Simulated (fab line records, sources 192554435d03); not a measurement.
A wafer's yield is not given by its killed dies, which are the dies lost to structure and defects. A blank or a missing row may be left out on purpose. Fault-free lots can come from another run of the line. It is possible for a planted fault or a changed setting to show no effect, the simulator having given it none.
Chamber matching + flow n5-finfet + N5_GATE_CUT_DESCUM_18 on rie-diel-06 has 4 sister chambers
The step chemistry O2, time 7 s. 20 wafers are shown with their chamber, then 10 later ones without.

WAFERS PAIRED WITH THEIR CHAMBERS
| wafer  | chamber | showerhead-plenum-p-Torr (Torr) | throttle-valve-pct (%) | drypump-motor-current-A (A) |
|--------|---------|---------------------------------|------------------------|-----------------------------|
| L080.4 | 1       | 2.08                            | 20.56                  | 5.28                        |
| L080.5 | 2       | 2.18                            | 20.23                  | 5.39                        |
| L080.6 | 1       | 2.08                            | 20.56                  | 5.30                        |
| L081.3 | 1       | 2.08                            | 20.55                  | 5.27                        |
| L081.4 | 0       | 2.06                            | 20.53                  | 5.75                        |
| L081.5 | 3       | 2.23                            | 20.07                  | 5.91                        |
| L083.2 | 3       | 2.23                            | 20.08                  | 5.89                        |
| L083.4 | 2       | 2.18                            | 20.24                  | 5.41                        |
| L083.6 | 0       | 2.06                            | 20.55                  | 5.77                        |
| L085.1 | 2       | 2.18                            | 20.26                  | 5.45                        |
| L085.5 | 1       | 2.07                            | 20.58                  | 5.31                        |
| L085.6 | 2       | 2.18                            | 20.23                  | 5.47                        |
| L088.1 | 3       | 2.22                            | 20.13                  | 5.91                        |
| L088.4 | 1       | 2.07                            | 20.59                  | 5.31                        |
| L088.5 | 0       | 2.05                            | 20.56                  | 5.80                        |
| L091.1 | 1       | 2.07                            | 20.57                  | 5.29                        |
| L091.4 | 3       | 2.22                            | 20.11                  | 5.88                        |
| L091.5 | 1       | 2.07                            | 20.58                  | 5.31                        |
| L092.2 | 0       | 2.05                            | 20.57                  | 5.83                        |
| L092.4 | 3       | 2.22                            | 20.10                  | 5.88                        |

SIGNATURES (averages over the wafers above)
| reading                  | chamber 0 | chamber 1 | chamber 2 | chamber 3 | scatter within a chamber |
|--------------------------|-----------|-----------|-----------|-----------|--------------------------|
| showerhead-plenum-p-Torr | 2.0550    | 2.0743    | 2.1800    | 2.2240    | 0.00495                  |
| throttle-valve-pct       | 20.5525   | 20.5700   | 20.2400   | 20.0980   | 0.0176                   |
| drypump-motor-current-A  | 5.7875    | 5.2957    | 5.4300    | 5.8940    | 0.0252                   |
Rule: for each reading, subtract the chamber's mean from the wafer's reading, divide by that reading's scatter and square the result; add these up over the readings and take the root, which gives the wafer's distance from the chamber. If the next closest chamber is less than 2 further off than the closest, the wafer can't be placed; otherwise it belongs to the closest. The scatter is the square root of a quotient: the sum, over the shown wafers, of each reading's squared deviation from its chamber's mean, divided by wafers minus chambers.

WAFERS MISSING THEIR CHAMBER
| wafer  | showerhead-plenum-p-Torr (Torr) | throttle-valve-pct (%) | drypump-motor-current-A (A) |
|--------|---------------------------------|------------------------|-----------------------------|
| L092.6 | 2.05                            | 20.58                  | 5.82                        |
| L093.1 | 2.17                            | 20.26                  | 5.43                        |
| L093.4 | 2.05                            | 20.57                  | 5.79                        |
| L093.6 | 2.05                            | 20.58                  | 5.80                        |
| L094.1 | 2.17                            | 20.27                  | 5.44                        |
| L094.2 | 2.22                            | 20.13                  | 5.88                        |
| L094.6 | 2.17                            | 20.26                  | 5.43                        |
| L095.3 | 2.22                            | 20.12                  | 5.89                        |
| L095.5 | 2.17                            | 20.27                  | 5.43                        |
| L095.6 | 2.07                            | 20.61                  | 5.30                        |

WHICH CHAMBER EACH WENT THROUGH
| wafer  | from the rows above | in truth |
|--------|---------------------|----------|
| L092.6 | 0                   | 0        |
| L093.1 | 2                   | 2        |
| L093.4 | 0                   | 0        |
| L093.6 | 0                   | 0        |
| L094.1 | 2                   | 2        |
| L094.2 | 3                   | 3        |
| L094.6 | 2                   | 2        |
| L095.3 | 3                   | 3        |
| L095.5 | 2                   | 2        |
| L095.6 | 1                   | 1        |
Placed correctly: 10 of 10. Left unplaced by these rows: 0. Placed wrongly: 0.
